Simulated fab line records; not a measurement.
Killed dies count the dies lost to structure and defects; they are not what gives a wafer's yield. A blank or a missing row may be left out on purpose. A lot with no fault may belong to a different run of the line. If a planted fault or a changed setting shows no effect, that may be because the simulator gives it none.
fab line records | flow n5-finfet
[record] lots = 24 wafers = 72 last-day = 18
route steps=1938 shown BEOL_M3@996
lots with no fault: from the same line, run without faults
start-h: start of the lot's first displayed wafer, in hours after the record's first day | wait-h: hours since the lot's step before | " unchanged from the row above | L1.1+2: several wafers, shown together as one row | - value missing, or start not given | * or withheld: withheld | < > ~ a bound
route shown NAME@n: NAME is a module with steps in the file, n the number in the route of the first one | usual: average and standard deviation across the fault-free wafers | same: alike in all rows | chamber/n: place in a boat | sites: readings site by site | _std_site: standard deviation of those values | _edge_site: outer sites' mean less inner sites' | radius-mm: how far each site lies from the wafer's centre | mask NAME#n: copy n | behind: the last tool/chamber to shape the wafer | hold: why the lot went on hold/how many hours it stayed there/how the hold came to an end | device: which transistor (n, p or np) failed to switch | end of line: at the end of the route, the tests of the same wafers | where a step has no rows: the recipe by itself | killed: not the wafer's yield, but the dies lost to structure and defects at the first sort | map: a wafer's dies, x killed, . not, _ none there
set.NAME: the setting that was run; set.NAME@STEP: the one run at that earlier step | model.NAME: the simulator's own value behind a step, which no gauge read
steps of the route over a sample of lots; a table a step, a row a wafer
services: when a tool's chamber went out of use (start-h, in hours from the record's first day, below 0 if earlier), for how many hours, and the reason
[[steps]]
[step N5_BEOL_M3_SPUTTER_79]
[recipe] material = Cu target-thk-a = 45 temp-c = -20 chamber-pressure-pa = 0.07 power-w = withheld time-s = 8.29
[usual] chuck-gas-flow-sccm = 1.27/0.06 chuck-sensor-temp-C = -16.1/0.41 throttle-valve-pct = 29.4/1.2
// columns lot.wafer tool chamber start-h wait-h chuck-gas-flow-sccm chuck-sensor-temp-C throttle-valve-pct
L074.2 pvd-sputter-01 - 152.54 0.1 1.18 -16.0 27.4
L074.3 " - " " 1.23 -16.5 27.6
L074.4 " - " " 1.18 -15.8 30.5
L076.1 pvd-sputter-02 - 154.04 0.1 1.26 -16.7 29.3
L076.2 " - " " 1.26 -15.7 31.1
L076.4 " - " " 1.30 -15.9 30.3
L075.3 pvd-sputter-01 - 163.58 0.1 1.21 -15.7 30.5
L075.4 " - " " 1.31 -16.2 27.6
L075.5 " - " " 1.23 -16.7 27.9
L077.1 pvd-sputter-03 - 165.96 0.1 1.31 -16.4 28.5
L077.4 " - " " 1.13 -15.8 28.7
L077.6 " - " " 1.26 -15.9 31.1
L078.3 pvd-sputter-01 - 168.08 0.1 1.21 -14.9 29.1
L078.5 " - " " 1.23 -16.0 27.8
L078.6 " - " " 1.29 -15.5 30.6
L079.1 pvd-sputter-01 - 184.31 0.1 1.25 -16.1 27.8
L079.2 " - " " 1.30 -16.6 27.9
L079.6 " - " " 1.24 -16.6 27.9
L081.2 pvd-sputter-03 - 194.57 0.1 1.32 -16.0 28.6
L081.4 " - " " 1.26 -15.6 31.1
L081.5 " - " " 1.25 -16.4 28.6
L082.4 pvd-sputter-02 - 200.15 0.1 1.35 -15.6 30.4
L082.5 " - " " 1.24 -16.7 30.2
L082.6 " - " " 1.29 -16.1 31.2
L080.1 pvd-sputter-03 - 200.21 0.1 1.32 -16.3 28.7
L080.2 " - " " 1.20 -16.1 28.6
L080.4 " - " " 1.30 -16.3 28.5
L083.1 pvd-sputter-03 - 202.94 0.1 1.21 -16.2 28.8
L083.2 " - " " 1.25 -16.3 28.5
L083.6 " - " " 1.29 -16.4 28.9
L084.3 pvd-sputter-02 - 207.71 0.1 1.32 -16.5 30.3
L084.5 " - " " 1.29 -15.8 31.4
L084.6 " - " " 1.31 -16.5 29.0
L085.1 pvd-sputter-02 - 221.35 0.1 1.27 -16.7 29.1
L085.3 " - " " 1.18 -15.9 31.3
L085.5 " - " " 1.23 -15.6 30.3
L086.1 pvd-sputter-03 - 237.42 0.1 1.32 -16.1 28.8
L086.2 " - " " 1.22 -16.4 28.6
L086.3 " - " " 1.23 -15.7 30.7
L087.1 pvd-sputter-01 - 240.68 0.1 1.32 -15.6 30.7
L087.3 " - " " 1.22 -16.0 27.6
L087.4 " - " " 1.32 -16.4 27.8
L088.1 pvd-sputter-03 - 245.06 0.1 1.39 -16.3 28.6
L088.4 " - " " 1.26 -15.5 30.9
L088.5 " - " " 1.33 -16.3 28.7
L090.3 pvd-sputter-02 - 253.29 0.1 1.23 -16.0 31.2
L090.4 " - " " 1.34 -16.4 30.3
L090.6 " - " " 1.27 -15.8 31.1
L089.3 pvd-sputter-01 - 256.05 0.1 1.15 -16.5 27.9
L089.5 " - " " 1.24 -15.4 30.8
L089.6 " - " " 1.21 -16.1 27.6
L091.2 pvd-sputter-03 - 260.69 0.1 1.33 -16.2 28.7
L091.3 " - " " 1.31 -16.4 28.8
L091.6 " - " " 1.20 -16.3 29.1
L092.2 pvd-sputter-03 - 268.06 0.1 1.18 -15.7 31.0
L092.3 " - " " 1.33 -16.2 28.8
L092.4 " - " " 1.22 -16.3 28.8
L094.1 pvd-sputter-02 - 272.43 0.1 1.36 -15.7 30.1
L094.2 " - " " 1.18 -16.4 30.2
L094.4 " - " " 1.26 -16.7 29.5
L093.1 pvd-sputter-01 - 272.83 0.1 1.23 -14.9 29.1
L093.2 " - " " 1.21 -15.7 30.6
L093.4 " - " " 1.27 -16.1 27.6
L095.2 pvd-sputter-03 - 276.97 0.1 1.41 -15.9 28.7
L095.3 " - " " 1.22 -16.2 28.6
L095.4 " - " " 1.32 -15.7 30.9
L096.3 pvd-sputter-03 - 291.29 0.1 1.19 -15.7 30.8
L096.5 " - " " 1.29 -15.7 31.1
L096.6 " - " " 1.33 -16.4 29.1
L097.1 pvd-sputter-02 - 301.59 0.1 1.25 -16.6 29.9
L097.4 " - " " 1.36 -15.8 31.1
L097.5 " - " " 1.34 -16.7 29.2
[step N5_BEOL_M3_SPUTTER_81]
[recipe] material = Cu target-thk-a = 45 temp-c = -20 chamber-pressure-pa = 0.07 power-w = withheld time-s = 8.29
[usual] chuck-gas-flow-sccm = 1.27/0.052 chuck-sensor-temp-C = -16.0/0.43 throttle-valve-pct = 29.4/1.2
// columns lot.wafer tool chamber start-h wait-h chuck-gas-flow-sccm chuck-sensor-temp-C throttle-valve-pct
L074.2 pvd-sputter-01 - 152.76 0.1 1.26 -16.0 27.8
L074.3 " - " " 1.33 -16.8 27.7
L074.4 " - " " 1.28 -15.6 31.0
L076.1 pvd-sputter-02 - 154.26 0.1 1.22 -16.5 29.2
L076.2 " - " " 1.24 -15.9 31.3
L076.4 " - " " 1.26 -15.8 30.3
L075.3 pvd-sputter-01 - 163.80 0.1 1.24 -15.7 30.5
L075.4 " - " " 1.22 -16.0 27.5
L075.5 " - " " 1.27 -16.6 27.6
L077.1 pvd-sputter-03 - 166.18 0.1 1.24 -16.3 28.6
L077.4 " - " " 1.22 -16.1 28.6
L077.6 " - " " 1.18 -15.6 30.9
L078.3 pvd-sputter-01 - 168.30 0.1 1.30 -14.9 29.0
L078.5 " - " " 1.23 -15.9 27.7
L078.6 " - " " 1.33 -15.5 30.4
L079.1 pvd-sputter-01 - 184.53 0.1 1.31 -15.9 27.6
L079.2 " - " " 1.20 -16.7 27.8
L079.6 " - " " 1.30 -16.5 28.0
L081.2 pvd-sputter-03 - 194.79 0.1 1.34 -16.0 28.6
L081.4 " - " " 1.16 -15.5 30.8
L081.5 " - " " 1.22 -16.3 28.7
L082.4 pvd-sputter-02 - 200.37 0.1 1.38 -15.6 30.3
L082.5 " - " " 1.27 -16.3 30.1
L082.6 " - " " 1.22 -15.7 31.2
L080.1 pvd-sputter-03 - 200.43 0.1 1.16 -16.4 28.8
L080.2 " - " " 1.24 -16.0 28.9
L080.4 " - " " 1.27 -16.2 28.5
L083.1 pvd-sputter-03 - 203.16 0.1 1.24 -16.3 28.8
L083.2 " - " " 1.25 -16.2 28.4
L083.6 " - " " 1.29 -16.3 28.5
L084.3 pvd-sputter-02 - 207.93 0.1 1.27 -16.5 30.6
L084.5 " - " " 1.26 -15.9 30.9
L084.6 " - " " 1.34 -16.6 29.3
L085.1 pvd-sputter-02 - 221.57 0.1 1.25 -16.6 29.4
L085.3 " - " " 1.23 -16.1 31.3
L085.5 " - " " 1.34 -15.6 30.2
L086.1 pvd-sputter-03 - 237.64 0.1 1.25 -16.4 28.6
L086.2 " - " " 1.22 -16.2 29.0
L086.3 " - " " 1.25 -15.7 31.0
L087.1 pvd-sputter-01 - 240.90 0.1 1.30 -15.5 30.5
L087.3 " - " " 1.26 -16.0 27.6
L087.4 " - " " 1.26 -16.6 28.1
L088.1 pvd-sputter-03 - 245.28 0.1 1.26 -16.1 28.4
L088.4 " - " " 1.22 -15.7 30.9
L088.5 " - " " 1.32 -16.3 28.8
L090.3 pvd-sputter-02 - 253.51 0.1 1.32 -15.9 31.1
L090.4 " - " " 1.24 -16.7 30.2
L090.6 " - " " 1.18 -15.9 31.2
L089.3 pvd-sputter-01 - 256.27 0.1 1.32 -16.6 27.8
L089.5 " - " " 1.32 -15.7 30.5
L089.6 " - " " 1.26 -15.9 27.5
L091.2 pvd-sputter-03 - 260.91 0.1 1.35 -16.3 28.5
L091.3 " - " " 1.33 -16.3 28.6
L091.6 " - " " 1.25 -16.4 28.8
L092.2 pvd-sputter-03 - 268.28 0.1 1.26 -15.8 30.7
L092.3 " - " " 1.22 -16.0 28.7
L092.4 " - " " 1.29 -16.2 28.9
L094.1 pvd-sputter-02 - 272.65 0.1 1.19 -15.6 30.1
L094.2 " - " " 1.26 -16.5 30.3
L094.4 " - " " 1.22 -16.6 29.2
L093.1 pvd-sputter-01 - 273.05 0.1 1.16 -15.0 29.0
L093.2 " - " " 1.23 -15.6 30.8
L093.4 " - " " 1.25 -16.0 27.7
L095.2 pvd-sputter-03 - 277.19 0.1 1.32 -16.2 28.6
L095.3 " - " " 1.15 -16.1 28.7
L095.4 " - " " 1.25 -15.5 31.3
L096.3 pvd-sputter-03 - 291.51 0.1 1.24 -15.7 30.6
L096.5 " - " " 1.21 -15.7 31.0
L096.6 " - " " 1.20 -16.2 28.2
L097.1 pvd-sputter-02 - 301.81 0.1 1.20 -16.5 30.0
L097.4 " - " " 1.26 -15.9 31.0
L097.5 " - " " 1.23 -16.7 29.2
[step N5_BEOL_M3_SPUTTER_94]
[recipe] material = Cu target-thk-a = 45 temp-c = -20 chamber-pressure-pa = 0.07 power-w = withheld time-s = 8.29
[usual] chuck-gas-flow-sccm = 1.26/0.055 chuck-sensor-temp-C = -16.0/0.41 throttle-valve-pct = 29.4/1.2
// columns lot.wafer tool chamber start-h wait-h chuck-gas-flow-sccm chuck-sensor-temp-C throttle-valve-pct
L074.2 pvd-sputter-01 - 153.86 0.1 1.16 -16.1 27.7
L074.3 " - " " 1.42 -16.6 27.8
L074.4 " - " " 1.35 -15.6 30.6
L076.1 pvd-sputter-02 - 155.36 0.1 1.27 -16.7 29.6
L076.2 " - " " 1.24 -15.9 31.1
L076.4 " - " " 1.27 -15.6 30.2
L075.3 pvd-sputter-01 - 164.90 0.1 1.32 -15.5 30.8
L075.4 " - " " 1.13 -16.1 27.7
L075.5 " - " " 1.25 -16.6 27.6
L077.1 pvd-sputter-03 - 167.28 0.1 1.19 -16.2 28.5
L077.4 " - " " 1.31 -16.1 28.6
L077.6 " - " " 1.32 -15.7 30.8
L078.3 pvd-sputter-01 - 169.40 0.1 1.26 -14.9 29.1
L078.5 " - " " 1.32 -16.1 28.0
L078.6 " - " " 1.27 -15.7 30.7
L079.1 pvd-sputter-01 - 185.63 0.1 1.39 -16.2 27.6
L079.2 " - " " 1.30 -16.6 27.9
L079.6 " - " " 1.31 -16.6 27.7
L081.2 pvd-sputter-03 - 195.89 0.1 1.27 -16.1 28.9
L081.4 " - " " 1.19 -15.7 30.9
L081.5 " - " " 1.20 -16.2 28.7
L082.4 pvd-sputter-02 - 201.47 0.1 1.29 -15.7 30.2
L082.5 " - " " 1.22 -16.6 29.9
L082.6 " - " " 1.22 -15.9 31.3
L080.1 pvd-sputter-03 - 201.53 0.1 1.24 -16.3 28.7
L080.2 " - " " 1.27 -16.2 28.8
L080.4 " - " " 1.37 -16.4 28.5
L083.1 pvd-sputter-03 - 204.26 0.1 1.25 -16.4 28.6
L083.2 " - " " 1.29 -16.2 28.7
L083.6 " - " " 1.30 -16.1 28.8
L084.3 pvd-sputter-02 - 209.03 0.1 1.32 -16.4 29.8
L084.5 " - " " 1.27 -15.8 31.0
L084.6 " - " " 1.29 -16.6 29.2
L085.1 pvd-sputter-02 - 222.67 0.1 1.18 -16.6 29.0
L085.3 " - " " 1.16 -16.0 30.9
L085.5 " - " " 1.28 -15.8 30.5
L086.1 pvd-sputter-03 - 238.74 0.1 1.23 -16.2 28.5
L086.2 " - " " 1.32 -16.3 28.6
L086.3 " - " " 1.24 -15.7 31.0
L087.1 pvd-sputter-01 - 242.00 0.1 1.39 -15.7 30.5
L087.3 " - " " 1.27 -16.1 27.8
L087.4 " - " " 1.34 -16.7 27.6
L088.1 pvd-sputter-03 - 246.38 0.1 1.31 -16.2 28.6
L088.4 " - " " 1.26 -15.7 30.8
L088.5 " - " " 1.31 -16.1 28.6
L090.3 pvd-sputter-02 - 254.61 0.1 1.23 -16.0 31.2
L090.4 " - " " 1.28 -16.5 30.3
L090.6 " - " " 1.22 -15.8 31.3
L089.3 pvd-sputter-01 - 257.37 0.1 1.28 -16.6 27.8
L089.5 " - " " 1.32 -15.4 30.4
L089.6 " - " " 1.27 -16.3 27.7
L091.2 pvd-sputter-03 - 262.01 0.1 1.30 -16.2 28.8
L091.3 " - " " 1.25 -16.3 29.0
L091.6 " - " " 1.27 -16.2 28.6
L092.2 pvd-sputter-03 - 269.38 0.1 1.18 -15.6 31.3
L092.3 " - " " 1.30 -16.1 28.6
L092.4 " - " " 1.16 -16.3 28.9
L094.1 pvd-sputter-02 - 273.75 0.1 1.25 -15.8 30.5
L094.2 " - " " 1.27 -16.6 30.1
L094.4 " - " " 1.19 -16.5 29.2
L093.1 pvd-sputter-01 - 274.15 0.1 1.23 -15.1 28.8
L093.2 " - " " 1.34 -15.6 30.8
L093.4 " - " " 1.26 -16.1 28.0
L095.2 pvd-sputter-03 - 278.29 0.1 1.32 -16.1 28.9
L095.3 " - " " 1.24 -16.3 28.9
L095.4 " - " " 1.27 -15.7 30.8
L096.3 pvd-sputter-03 - 292.61 0.1 1.23 -15.7 30.8
L096.5 " - " " 1.21 -15.5 30.9
L096.6 " - " " 1.22 -16.3 28.7
L097.1 pvd-sputter-02 - 302.91 0.1 1.33 -16.5 29.9
L097.4 " - " " 1.14 -16.0 31.2
L097.5 " - " " 1.29 -16.5 29.2
[step N5_BEOL_M3_ANNEAL_95]
[recipe] temp-c = 400 time-s = 240 ambient = vacuum
[usual] heater-power-w = 833/64
// columns lot.wafer tool chamber start-h wait-h heater-power-w
L074.2 pvd-sputter-01 - 153.94 0.0 810
L074.3 " - " " 792
L074.4 " - " " 872
L076.1 pvd-sputter-02 - 155.44 0.0 881
L076.2 " - " " 774
L076.4 " - " " 780
L075.3 pvd-sputter-01 - 164.98 0.0 862
L075.4 " - " " 855
L075.5 " - " " 788
L077.1 pvd-sputter-03 - 167.36 0.0 805
L077.4 " - " " 789
L077.6 " - " " 990
L078.3 pvd-sputter-01 - 169.48 0.0 794
L078.5 " - " " 837
L078.6 " - " " 859
L079.1 pvd-sputter-01 - 185.71 0.0 847
L079.2 " - " " 785
L079.6 " - " " 790
L081.2 pvd-sputter-03 - 195.97 0.0 771
L081.4 " - " " 982
L081.5 " - " " 846
L082.4 pvd-sputter-02 - 201.55 0.0 769
L082.5 " - " " 809
L082.6 " - " " 754
L080.1 pvd-sputter-03 - 201.61 0.0 827
L080.2 " - " " 761
L080.4 " - " " 814
L083.1 pvd-sputter-03 - 204.34 0.0 832
L083.2 " - " " 804
L083.6 " - " " 784
L084.3 pvd-sputter-02 - 209.11 0.0 838
L084.5 " - " " 770
L084.6 " - " " 899
L085.1 pvd-sputter-02 - 222.75 0.0 900
L085.3 " - " " 762
L085.5 " - " " 770
L086.1 pvd-sputter-03 - 238.82 0.0 801
L086.2 " - " " 844
L086.3 " - " " 975
L087.1 pvd-sputter-01 - 242.08 0.0 872
L087.3 " - " " 835
L087.4 " - " " 786
L088.1 pvd-sputter-03 - 246.46 0.0 797
L088.4 " - " " 990
L088.5 " - " " 793
L090.3 pvd-sputter-02 - 254.69 0.0 762
L090.4 " - " " 813
L090.6 " - " " 758
L089.3 pvd-sputter-01 - 257.45 0.0 800
L089.5 " - " " 866
L089.6 " - " " 820
L091.2 pvd-sputter-03 - 262.09 0.0 812
L091.3 " - " " 849
L091.6 " - " " 878
L092.2 pvd-sputter-03 - 269.46 0.0 974
L092.3 " - " " 774
L092.4 " - " " 841
L094.1 pvd-sputter-02 - 273.83 0.0 774
L094.2 " - " " 848
L094.4 " - " " 881
L093.1 pvd-sputter-01 - 274.23 0.0 806
L093.2 " - " " 893
L093.4 " - " " 858
L095.2 pvd-sputter-03 - 278.37 0.0 766
L095.3 " - " " 875
L095.4 " - " " 944
L096.3 pvd-sputter-03 - 292.69 0.0 966
L096.5 " - " " 977
L096.6 " - " " 768
L097.1 pvd-sputter-02 - 302.99 0.0 842
L097.4 " - " " 766
L097.5 " - " " 875
[step N5_BEOL_M3_THK_MEAS_53]
[recipe] thk-meas-gauge = xrf reads = Cu_of_BEOL_M3_ECD_50
[usual] M3_THK = 40.5/1.6
// columns lot.wafer tool chamber start-h wait-h M3_THK[nm]
L074.2 film-metro-01 - 154.86 - 38.1
L074.3 " - " " 38.9
L074.4 " - " " 42.1
L076.1 film-metro-02 - 156.42 - 40.6
L076.2 " - " " 41.0
L076.4 " - " " 41.8
L075.3 film-metro-01 - 165.91 - 40.1
L075.4 " - " " 41.6
L075.5 " - " " 42.1
L077.1 film-metro-02 - 168.36 - 38.8
L077.4 " - " " 41.9
L077.6 " - " " 39.7
L078.3 film-metro-01 - 170.90 - 39.1
L078.5 " - " " 41.8
L078.6 " - " " 40.0
L079.1 film-metro-01 - 190.03 - 38.7
L079.2 " - " " 38.1
L079.6 " - " " 42.7
L081.2 film-metro-01 - 198.58 - 39.0
L081.4 " - " " 39.1
L081.5 " - " " 38.6
L082.4 film-metro-02 - 204.58 - 40.4
L082.5 " - " " 39.4
L082.6 " - " " 43.2
L080.1 film-metro-02 - 204.85 - 39.8
L080.2 " - " " 39.0
L080.4 " - " " 39.7
L083.1 film-metro-01 - 208.45 - 40.0
L083.2 " - " " 41.0
L083.6 " - " " 41.4
L084.3 film-metro-01 - 212.47 - 38.9
L084.5 " - " " 41.6
L084.6 " - " " 41.0
L085.1 film-metro-02 - 223.67 - 40.0
L085.3 " - " " 40.3
L085.5 " - " " 40.3
L086.1 film-metro-01 - 239.75 - 42.7
L086.2 " - " " 38.7
L086.3 " - " " 40.4
L087.1 film-metro-01 - 243.00 - 40.3
L087.3 " - " " 41.3
L087.4 " - " " 42.8
L088.1 film-metro-01 - 247.39 - 38.1
L088.4 " - " " 39.8
L088.5 " - " " 40.8
L090.3 film-metro-01 - 255.68 - 39.2
L090.4 " - " " 42.6
L090.6 " - " " 43.9
L089.3 film-metro-01 - 258.52 - 39.2
L089.5 " - " " 41.2
L089.6 " - " " 41.1
L091.2 film-metro-02 - 263.01 - 38.1
L091.3 " - " " 37.2
L091.6 " - " " 38.9
L092.2 film-metro-02 - 270.39 - 40.6
L092.3 " - " " 39.9
L092.4 " - " " 40.1
L094.1 film-metro-01 - 274.76 - 42.7
L094.2 " - " " 42.7
L094.4 " - " " 45.9
L093.1 film-metro-02 - 275.16 - 39.8
L093.2 " - " " 39.1
L093.4 " - " " 39.5
L095.2 film-metro-01 - 279.30 - 38.2
L095.3 " - " " 39.6
L095.4 " - " " 39.3
L096.3 film-metro-01 - 293.62 - 42.0
L096.5 " - " " 43.5
L096.6 " - " " 44.6
L097.1 film-metro-02 - 303.92 - 35.8
L097.4 " - " " 42.1
L097.5 " - " " 41.7
[step N5_BEOL_M3_DEP_57]
[recipe] material = SiCN target-thk-a = 80 temp-c = withheld precursor = 3MS/NH3 pressure-torr = 3 rf-w = 202 time-s = 14
[usual] showerhead-plenum-p-Torr = 3.668/0.012 throttle-valve-pct = 9.1/0.36
// columns lot.wafer tool chamber start-h wait-h showerhead-plenum-p-Torr throttle-valve-pct
L074.2 pecvd-01 1 155.06 0.0 3.650 9.4
L074.3 " 0 " " 3.685 8.9
L074.4 " 1 " " 3.661 9.3
L076.1 pecvd-03 1 156.63 0.0 3.677 9.4
L076.2 " 2 " " 3.645 9.3
L076.4 " 0 " " 3.691 9.3
L075.3 pecvd-02 2 166.13 0.0 3.673 9.1
L075.4 " 1 " " 3.665 8.9
L075.5 " 1 " " 3.663 8.7
L077.1 pecvd-01 1 168.56 0.0 3.655 9.5
L077.4 " 0 " " 3.681 8.9
L077.6 " 1 " " 3.661 9.8
L078.3 pecvd-02 1 171.12 0.0 3.673 8.7
L078.5 " 2 " " 3.673 9.2
L078.6 " 1 " " 3.663 8.8
L079.1 pecvd-01 2 190.23 0.0 3.669 8.6
L079.2 " 0 " " 3.682 8.9
L079.6 " 1 " " 3.664 9.6
L081.2 pecvd-02 2 198.78 0.0 3.668 9.4
L081.4 " 1 " " 3.669 8.5
L081.5 " 2 " " 3.690 9.4
L082.4 pecvd-03 0 204.79 0.0 3.687 9.1
L082.5 " 2 " " 3.642 9.4
L082.6 " 1 " " 3.678 8.9
L080.1 pecvd-02 2 205.05 0.0 3.683 9.1
L080.2 " 0 " " 3.658 9.7
L080.4 " 2 " " 3.678 9.2
L083.1 pecvd-01 1 208.64 0.0 3.659 9.6
L083.2 " 2 " " 3.663 8.6
L083.6 " 0 " " 3.682 9.1
L084.3 pecvd-02 0 212.67 0.0 3.663 9.4
L084.5 " 0 " " 3.663 9.4
L084.6 " 2 " " 3.681 9.2
L085.1 pecvd-01 0 223.87 0.0 3.683 8.6
L085.3 " 2 " " 3.654 8.9
L085.5 " 2 " " 3.663 8.8
L086.1 pecvd-02 0 239.94 0.0 3.663 9.6
L086.2 " 2 " " 3.679 9.1
L086.3 " 1 " " 3.674 8.8
L087.1 pecvd-02 1 243.20 0.0 3.669 8.6
L087.3 " 2 " " 3.677 9.1
L087.4 " 1 " " 3.674 8.6
L088.1 pecvd-01 2 247.58 0.0 3.662 8.5
L088.4 " 0 " " 3.674 9.2
L088.5 " 1 " " 3.655 9.7
L090.3 pecvd-01 0 255.97 0.0 3.671 8.9
L090.4 " 1 " " 3.671 9.6
L090.6 " 0 " " 3.679 8.8
L089.3 pecvd-03 2 258.72 0.0 3.640 8.8
L089.5 " 0 " " 3.688 9.2
L089.6 " 2 " " 3.636 8.6
L091.2 pecvd-02 1 263.31 0.0 3.669 8.9
L091.3 " 0 " " 3.654 9.4
L091.6 " 0 " " 3.662 9.5
L092.2 pecvd-02 2 270.58 0.0 3.683 9.3
L092.3 " 0 " " 3.660 9.4
L092.4 " 2 " " 3.683 9.5
L094.1 pecvd-02 2 274.95 0.0 3.686 9.3
L094.2 " 0 " " 3.668 9.3
L094.4 " 2 " " 3.682 9.5
L093.1 pecvd-02 2 275.35 0.0 3.689 9.6
L093.2 " 1 " " 3.653 8.7
L093.4 " 0 " " 3.660 9.1
L095.2 pecvd-03 0 279.82 0.0 3.676 9.3
L095.3 " 1 " " 3.661 9.3
L095.4 " 1 " " 3.669 9.2
L096.3 pecvd-03 2 293.84 0.0 3.647 8.6
L096.5 " 2 " " 3.647 8.6
L096.6 " 1 " " 3.671 9.2
L097.1 pecvd-01 0 304.12 0.0 3.677 8.9
L097.4 " 1 " " 3.661 9.4
L097.5 " 0 " " 3.681 8.7
[[services]]
// columns tool chamber start-h hours kind
pecvd-02 2 151.94 5.0 scheduled-down
pecvd-02 - 172.67 1.9 repair
pecvd-02 0 186.88 2.1 scheduled-down
pecvd-03 2 207.63 5.5 scheduled-down
pecvd-02 - 217.46 14.6 pm
pecvd-03 - 261.81 1.5 repair
pecvd-01 2 269.11 12.2 repair
pecvd-01 2 300.55 5.5 scheduled-down
[[key]]
fault none
